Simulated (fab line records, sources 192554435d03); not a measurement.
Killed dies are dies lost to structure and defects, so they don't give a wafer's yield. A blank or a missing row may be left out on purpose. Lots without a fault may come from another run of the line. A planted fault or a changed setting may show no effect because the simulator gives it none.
fab line records | flow n5_finfet
record lots=9 wafers=27 last_day=20
route steps=1938 shown BEOL_M3@934 BEOL_M4@1111 PASSIVATION@1936
lots that met no fault: from a run of the same line without faults
start_h: hours from the record's first day to the start of the lot's first wafer shown | wait_h: hours since the lot's step before | " the same as in the row above | L1.1+2: a row that stands for several wafers | - no value, or no start given | * or withheld: withheld | < > ~ a bound
route shown NAME@n: a module of which the file shows steps, and the number in the route of the first | usual: mean/standard deviation of fault-free wafers | same: alike in all rows | chamber/n: place in a boat | sites: the reading at each site | _std_site: their standard deviation | _edge_site: outer sites' mean less inner sites' | radius_mm: how far each site lies from the wafer's centre | mask NAME#n: copy n | behind: the tool/chamber that last shaped the wafer | hold: why the lot was held/for how many hours/how that ended | device: the transistor (n, p or np) that didn't switch | end of line: the same wafers' tests at the end of the route | a step without rows: its recipe alone | killed: dies lost to structure and defects at the first sort, not the wafer's yield | map: a wafer's dies, x killed, . not, _ none there
set.NAME: the setting as run; set.NAME@STEP: as run at that earlier step | model.NAME: the simulator's own value behind a step, which no gauge read
steps of the route over a sample of lots; a table a step, a row a wafer
services: from which hour (start_h, from the record's first day; less than 0 if before it) a tool's chamber was out of use, for how many hours, and why
## steps
# step N5_BEOL_M3_HM_DEP_02
# recipe material=TiN target_thk_a=200 temp_c=25 chamber_pressure_pa=0.49996
# usual throttle_valve_pct=29.8/0.87
# columns lot.wafer tool chamber start_h wait_h throttle_valve_pct
L747.1 pvd_sputter-01 - 196.47 0.0 28.5
L747.5 " - " " 28.7
L747.6 " - " " 29.5
L748.2 pvd_sputter-02 - 203.23 1.8 30.6
L748.3 " - " " 29.3
L748.6 " - " " 30.4
L754.1 pvd_sputter-01 - 238.25 0.3 31.2
L754.4 " - " " 29.6
L754.5 " - " " 28.9
L757.3 pvd_sputter-01 - 283.17 0.5 29.5
L757.4 " - " " 31.3
L757.5 " - " " 28.8
L762.2 pvd_sputter-03 - 283.78 0.9 30.5
L762.3 " - " " 30.8
L762.4 " - " " 28.8
L764.1 pvd_sputter-01 - 287.59 1.4 29.5
L764.3 " - " " 28.7
L764.4 " - " " 28.7
L763.2 pvd_sputter-02 - 299.03 0.5 30.4
L763.5 " - " " 28.8
L763.6 " - " " 29.2
L765.1 pvd_sputter-03 - 303.08 0.4 30.5
L765.4 " - " " 28.5
L765.6 " - " " 28.6
L768.3 pvd_sputter-02 - 322.37 0.6 30.3
L768.4 " - " " 30.5
L768.6 " - " " 30.4
# step N5_BEOL_M3_DESCUM_16
# recipe chemistry=O2 time_s=7 source_power_w=50 bias_power_w=20 pressure_mtorr=20 rf_frequency_hz=2.712e+07 temp_c=40 resist=CAR-EUV o2_flow_sccm=225
# usual drypump_motor_current_A=5.9/0.35 oes_product_au=0.83/0.085 rf_vpp_V=243.0/1.6 showerhead_plenum_p_Torr=2.07/0.081 throttle_valve_pct=20.32/0.29
# columns lot.wafer tool chamber start_h wait_h drypump_motor_current_A oes_product_au rf_hours_counter_h rf_vpp_V showerhead_plenum_p_Torr throttle_valve_pct
L747.1 rie_diel-01 2 197.19 0.1 6.0 0.97 1 243.9 2.13 19.83
L747.5 " 1 " " 6.2 0.78 - 241.7 2.02 20.40
L747.6 " 2 " " 6.0 0.98 - 244.3 2.13 19.82
L748.2 rie_diel-01 2 204.01 0.3 6.1 0.97 3 243.5 2.13 19.84
L748.3 " 3 " " 6.3 0.79 159 246.7 2.19 20.68
L748.6 " 3 " " 6.3 0.79 - 245.3 2.19 20.67
L754.1 rie_diel-04 2 239.25 0.4 5.9 0.87 42 242.1 2.06 20.48
L754.4 " 3 " " 5.2 0.85 58 244.0 2.14 20.38
L754.5 " 0 " " 5.7 0.73 - 242.8 2.09 20.43
L757.3 rie_diel-01 2 283.72 0.0 6.1 0.89 30 244.1 2.12 19.87
L757.4 " 3 " " 6.3 0.77 186 245.3 2.18 20.71
L757.5 " 1 " " 6.1 0.76 - 240.9 2.02 20.45
L762.2 rie_diel-01 0 284.29 0.0 6.1 0.77 133 240.5 1.94 20.69
L762.3 " 1 " " 6.1 0.75 140 241.7 2.02 20.44
L762.4 " 2 " " 6.1 0.88 30 244.9 2.12 19.86
L764.1 rie_diel-06 3 288.29 0.1 6.3 0.77 153 240.8 1.93 20.26
L764.3 " 2 " " 5.2 0.93 18 244.4 2.15 20.21
L764.4 " 1 " " 5.7 1.01 4 244.2 2.13 20.01
L763.2 rie_diel-01 1 299.73 0.1 6.1 0.76 146 241.6 2.01 20.46
L763.5 " 1 " " 6.1 0.76 - 242.6 2.01 20.44
L763.6 " 2 " " 6.1 0.88 - 244.8 2.11 19.88
L765.1 rie_diel-06 2 303.72 0.0 5.2 0.91 23 241.7 2.14 20.20
L765.4 " 1 " " 5.8 0.99 8 243.6 2.13 20.05
L765.6 " 3 " " 6.3 0.76 - 241.7 1.93 20.26
L768.3 rie_diel-06 3 322.88 0.0 6.3 0.76 164 240.0 1.93 20.27
L768.4 " 3 " " 6.3 0.75 - 240.8 1.93 20.27
L768.6 " 1 " " 5.7 0.96 - 244.0 2.13 20.03
# step N5_BEOL_M3_COAT_76
# recipe resist=underlayer temp_c=205 time_s=60 spin_rpm=1500 resist_thk_nm=5
# usual exhaust_pa=45.1/0.9 spin_speed_rpm=1500.1/0.95
# columns lot.wafer tool chamber start_h wait_h exhaust_pa spin_speed_rpm
L747.1 litho_track-05 0 197.66 - 46.6 1500.2
L747.5 " 0 " " 45.2 1498.1
L747.6 " 0 " " 45.1 1499.8
L748.2 litho_track-05 0 204.53 - 44.9 1500.5
L748.3 " 0 " " 45.5 1500.7
L748.6 " 0 " " 44.6 1501.5
L754.1 litho_track-05 0 239.72 - 46.5 1499.8
L754.4 " 0 " " 44.4 1499.8
L754.5 " 0 " " 44.8 1499.3
L757.3 litho_track-05 0 284.19 - 44.5 1433.6
L757.4 " 0 " " 43.0 1432.6
L757.5 " 0 " " 43.5 1432.8
L762.2 litho_track-05 0 284.89 - 46.5 1433.1
L762.3 " 0 " " 46.5 1432.7
L762.4 " 0 " " 45.7 1432.9
L764.1 litho_track-01 0 288.77 - 44.4 1500.3
L764.3 " 0 " " 45.3 1499.4
L764.4 " 0 " " 45.3 1500.1
L763.2 litho_track-01 0 300.21 - 45.5 1499.5
L763.5 " 0 " " 45.6 1499.1
L763.6 " 0 " " 47.4 1499.9
L765.1 litho_track-02 0 304.18 - 46.2 1501.2
L765.4 " 0 " " 46.2 1500.5
L765.6 " 0 " " 43.4 1500.2
L768.3 litho_track-02 0 323.35 - 44.9 1501.5
L768.4 " 0 " " 45.3 1500.3
L768.6 " 0 " " 44.3 1502.6
# step N5_BEOL_M3_DESCUM_33
# recipe chemistry=O2 time_s=7 source_power_w=50 bias_power_w=20 pressure_mtorr=20 rf_frequency_hz=2.712e+07 temp_c=40 resist=CAR-EUV o2_flow_sccm=225
# usual drypump_motor_current_A=6.0/0.31 oes_product_au=0.82/0.074 rf_vpp_V=242.8/1.5 showerhead_plenum_p_Torr=2.08/0.082 throttle_valve_pct=20.4/0.31
# columns lot.wafer tool chamber start_h wait_h drypump_motor_current_A oes_product_au rf_hours_counter_h rf_vpp_V showerhead_plenum_p_Torr throttle_valve_pct
L747.1 rie_diel-04 3 198.18 0.0 5.2 0.88 42 243.8 2.14 20.4
L747.5 " 2 " " 5.9 0.89 - 242.4 2.07 20.4
L747.6 " 3 " " 5.2 0.88 - 242.7 2.14 20.3
L748.2 rie_diel-04 2 205.33 0.4 5.9 0.88 29 242.9 2.07 20.5
L748.3 " 3 " " 5.2 0.88 45 244.6 2.14 20.4
L748.6 " 2 " " 5.9 0.88 - 243.1 2.07 20.4
L754.1 rie_diel-01 3 240.24 0.0 6.3 0.77 172 243.8 2.18 20.7
L754.4 " 1 " " 6.1 0.76 130 242.2 2.02 20.4
L754.5 " 2 " " 6.1 0.92 - 244.3 2.12 19.8
L757.3 rie_diel-01 2 285.05 0.5 6.0 0.88 30 243.2 2.12 19.9
L757.4 " 2 " " 6.0 0.88 - 243.3 2.12 19.9
L757.5 " 3 " " 6.3 0.76 - 242.6 2.18 20.7
L762.2 rie_diel-01 1 285.29 0.0 6.1 0.76 141 241.6 2.02 20.4
L762.3 " 3 " " 6.3 0.76 186 242.8 2.18 20.7
L762.4 " 1 " " 6.1 0.76 - 242.5 2.02 20.4
L764.1 rie_diel-04 1 289.21 0.0 6.3 0.91 25 243.4 2.16 20.7
L764.3 " 2 " " 5.9 0.84 57 242.4 2.06 20.5
L764.4 " 3 " " 5.2 0.84 69 243.3 2.13 20.4
L763.2 rie_diel-01 1 300.61 0.0 6.1 0.76 146 242.8 2.01 20.5
L763.5 " 0 " " 6.1 0.77 - 240.3 1.94 20.7
L763.6 " 1 " " 6.1 0.76 - 241.6 2.01 20.4
L765.1 rie_diel-04 0 305.06 0.4 5.7 0.72 191 243.3 2.09 20.5
L765.4 " 1 " " 6.4 0.90 30 243.6 2.15 20.7
L765.6 " 1 " " 6.3 0.89 - 243.3 2.15 20.7
L768.3 rie_diel-06 1 323.75 0.0 5.7 0.96 14 243.0 2.13 20.0
L768.4 " 3 " " 6.3 0.74 - 240.9 1.92 20.3
L768.6 " 0 " " 5.9 0.83 - 243.4 2.03 19.8
# step N5_BEOL_M4_RC_MEAS_101
# usual DIBL_N=37.0/1.6 DIBL_P=37.0/2.1 IOFF_N=0.17/0.032 IOFF_P=0.22/0.043 ION_N=679/13 ION_P=465/9.5 SS_N=71.7/0.59 SS_P=73.6/0.64 VT_N=249/3.2 VT_P=-249/4.1
# columns lot.wafer tool chamber start_h wait_h DIBL_N[mV/V] DIBL_P[mV/V] IOFF_N[nA/um] IOFF_P[nA/um] ION_N[uA/um] ION_P[uA/um] SS_N[mV/dec] SS_P[mV/dec] VT_N[mV] VT_P[mV]
L747.1 prober-01 0 239.38 0.0 37.1 37.7 0.15 0.20 663 453 72.1 74.2 252 -254
L747.5 " 0 " " 36.9 37.9 0.15 0.20 678 467 71.6 74.0 253 -254
L747.6 " 0 " " 35.1 35.9 0.13 0.19 679 467 71.2 73.1 253 -250
L748.2 prober-02 0 255.41 0.2 39.7 40.1 0.21 0.25 700 472 72.9 74.7 248 -249
L748.3 " 0 " " 36.7 36.3 0.14 0.18 675 464 71.8 73.7 254 -253
L748.6 " 0 " " 38.7 38.5 0.18 0.22 689 468 72.4 74.1 248 -253
L754.1 prober-01 0 304.39 0.0 36.2 35.0 0.14 0.16 657 448 71.7 73.6 252 -256
L754.4 " 0 " " 38.7 38.3 0.18 0.22 670 455 71.6 74.2 249 -253
L754.5 " 0 " " 39.8 39.8 0.23 0.25 679 463 72.4 74.3 245 -249
L757.3 prober-02 0 341.93 0.3 39.3 38.7 0.20 0.28 690 474 72.4 73.7 247 -244
L757.4 " 0 " " 36.8 35.9 0.16 0.23 677 467 71.7 73.2 250 -247
L757.5 " 0 " " 34.9 34.0 0.13 0.21 678 474 71.2 72.5 251 -247
L762.2 prober-01 0 342.48 0.3 39.9 43.9 0.27 0.38 698 481 72.1 75.1 241 -241
L762.3 " 0 " " 34.1 37.2 0.14 0.22 659 458 71.6 73.2 249 -251
L762.4 " 0 " " 33.9 35.6 0.14 0.20 655 453 71.4 73.2 251 -249
L764.1 prober-02 0 343.28 0.0 35.7 35.7 0.15 0.22 668 463 72.1 73.2 249 -248
L764.3 " 0 " " 37.2 38.3 0.19 0.26 687 472 72.0 73.7 248 -247
L764.4 " 0 " " 36.7 36.9 0.16 0.21 670 458 71.7 74.2 252 -249
L763.2 prober-02 0 363.81 0.2 36.9 37.1 0.17 0.22 685 469 71.9 73.2 249 -251
L763.5 " 0 " " 36.9 37.8 0.16 0.24 666 461 71.8 73.5 252 -251
L763.6 " 0 " " 36.6 35.7 0.16 0.21 689 467 71.4 73.7 250 -250
L765.1 prober-01 0 367.91 0.0 36.6 36.5 0.17 0.20 679 456 71.8 73.6 247 -254
L765.4 " 0 " " 34.4 34.2 0.13 0.17 667 457 70.5 72.9 251 -253
L765.6 " 0 " " 34.6 34.8 0.14 0.18 679 464 70.6 73.1 251 -252
L768.3 prober-01 0 377.48 0.3 35.9 33.4 0.13 0.17 649 447 71.5 72.9 253 -255
L768.4 " 0 " " 35.7 34.1 0.14 0.18 667 449 71.5 73.3 248 -253
L768.6 " 0 " " 36.5 36.1 0.16 0.22 661 460 72.2 73.4 249 -251
# step N5_PASSIVATION_PROBE_49
# usual defect_limited_yield=91.2/1.6 killed_at_M0_to_M3=33/11 killed_at_M4_up=14/5 killed_at_contacts=12/5.8 killed_at_front_end=41/12 killed_at_other=3.5/2.9 killed_dies=104/19 killed_open=68/14 killed_short=34/8.8 sort_bin_4_leakage=0.00/0.017 sort_bin_5_function=5.2/1.1 sort_bin_6_memory=3.2/0.71 sort_bin_8_speed=0.00/0.0071 sort_n_pass=1076/19 sort_yield_pct=91.2/1.6
# same gross_dies=1180 killed_at_back_side=0
# columns lot.wafer tool chamber start_h wait_h defect_limited_yield[%] killed_at_M0_to_M3 killed_at_M4_up killed_at_contacts killed_at_front_end killed_at_other killed_dies killed_open killed_short sort_bin_4_leakage[%] sort_bin_5_function[%] sort_bin_6_memory[%] sort_bin_8_speed[%] sort_n_pass sort_yield_pct[%]
L754.1 prober-01 - 411.07 0.0 90.5 26 14 15 57 0 112 82 28 0 5.9 3.2 0 1068 90.5
L754.4 prober-01 - 411.22 0.2 90.2 33 11 21 50 1 116 68 47 0 5.5 4.0 0 1064 90.2
L754.5 prober-01 - 411.27 0.2 88.6 40 19 17 56 2 134 91 43 0 6.8 4.0 0 1046 88.6
L757.3 prober-02 - 456.86 0.1 92.5 16 17 4 48 4 89 62 25 0 4.8 2.6 0 1091 92.5
L757.4 prober-02 - 456.91 0.2 91.9 17 24 14 39 1 95 62 33 0 5.0 2.6 0 1085 91.9
L757.5 prober-02 - 456.96 0.2 93.3 16 15 8 36 4 79 48 27 0 3.6 2.5 0 1101 93.3
# killed by level:class
L754.1 STI_FIN_REVEAL:geometric_particle:open=12 MOL_CONTACT_COAG:geometric_particle:open=12 BEOL_M2:geometric_particle:open=12 FIN_SAQP:geometric_particle:open=7 BEOL_M3:geometric_particle:open=7 FIN_SAQP:geometric_particle:short=6 DUMMY_GATE:geometric_particle:open=6 BEOL_M4:geometric_particle:open=6
L754.4 MOL_CONTACT_COAG:geometric_particle:open=15 FIN_SAQP:geometric_particle:open=12 FIN_SAQP:geometric_particle:short=8 ILD0:geometric_particle:short=8 BEOL_M0_SAQP:geometric_particle:short=8 BEOL_M2:geometric_particle:open=8 BEOL_M0_SAQP:geometric_particle:open=7 MOL_CONTACT_COAG:geometric_particle:short=6
L754.5 STI_FIN_REVEAL:geometric_particle:open=21 BEOL_M2:geometric_particle:open=17 MOL_CONTACT_COAG:geometric_particle:open=13 FIN_SAQP:geometric_particle:short=11 BEOL_M4:geometric_particle:open=10 BEOL_M0_SAQP:geometric_particle:short=9 BEOL_M0_SAQP:geometric_particle:open=6 GATE_CUT:geometric_particle:open=5
L757.3 STI_FIN_REVEAL:geometric_particle:open=15 BEOL_M4:geometric_particle:open=10 DUMMY_GATE:geometric_particle:open=6 BEOL_M0_SAQP:geometric_particle:open=6 GATE_CUT:geometric_particle:short=5 STI_FIN_REVEAL:geometric_particle:short=4 BEOL_M3:geometric_particle:open=4 GATE_CUT:geometric_particle:open=4
L757.4 BEOL_M4:geometric_particle:open=10 MOL_CONTACT_COAG:geometric_particle:open=10 FIN_SAQP:geometric_particle:open=9 BEOL_M0_SAQP:geometric_particle:short=7 STI_FIN_REVEAL:geometric_particle:open=6 GATE_CUT:geometric_particle:short=5 FIN_SAQP:geometric_particle:short=4 MOL_CONTACT_COAG:geometric_particle:short=4
L757.5 STI_FIN_REVEAL:geometric_particle:open=10 BEOL_M4:geometric_particle:open=7 GATE_CUT:geometric_particle:short=6 MOL_CONTACT_COAG:geometric_particle:open=6 BEOL_M0_SAQP:geometric_particle:short=6 BEOL_M0_SAQP:geometric_particle:open=5 BEOL_M6:geometric_particle:open=5 FIN_SAQP:geometric_particle:short=4
## services
# columns tool chamber start_h hours kind
rie_diel-01 2 172.64 - clean
rie_diel-01 2 172.64 - consumable_replace:focus_ring
rie_diel-01 2 172.64 18.8 scheduled_down
rie_diel-01 2 172.64 18.8 vent_cycle
rie_diel-04 1 188.60 8.5 repair
rie_diel-06 1 193.88 1.5 repair
rie_diel-04 1 197.58 - clean
rie_diel-04 1 197.58 - consumable_replace:focus_ring
rie_diel-04 1 197.58 13.5 scheduled_down
rie_diel-04 1 197.58 13.5 vent_cycle
rie_diel-06 2 206.48 - clean
rie_diel-06 2 206.48 - consumable_replace:focus_ring
rie_diel-06 2 206.48 29.8 scheduled_down
rie_diel-06 2 206.48 29.8 vent_cycle
rie_diel-06 3 227.99 10.4 repair
litho_track-05 - 239.01 - consumable_replace:filter
pvd_sputter-02 - 257.78 8.9 repair
rie_diel-06 1 258.06 - clean
rie_diel-06 1 258.06 - consumable_replace:focus_ring
rie_diel-06 1 258.06 18.8 scheduled_down
rie_diel-06 1 258.06 18.8 vent_cycle
rie_diel-01 1 259.69 10.5 repair
rie_diel-04 3 278.30 9.8 repair
litho_track-02 - 306.44 - consumable_replace:filter
## key
first_sign step=N5_BEOL_M3_COAT_76 reading=spin_speed_rpm direction=down sigmas=71 usual=* struck=*
effect none on later readings
met_at N5_BEOL_M3_COAT_76
struck_lots L757,L762
not_acting_at N5_BEOL_M3_HM_DEP_02,N5_BEOL_M3_DESCUM_16,N5_BEOL_M3_DESCUM_33
onset_between 239.72 284.19
fault kind=process_parameter_drift tool=litho_track-05 chamber=- onset_h=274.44 steps=N5_BEOL_M3_COAT_76 channel=spin_rpm offset=* shape=step end_h=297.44 acts_in=* stated=*
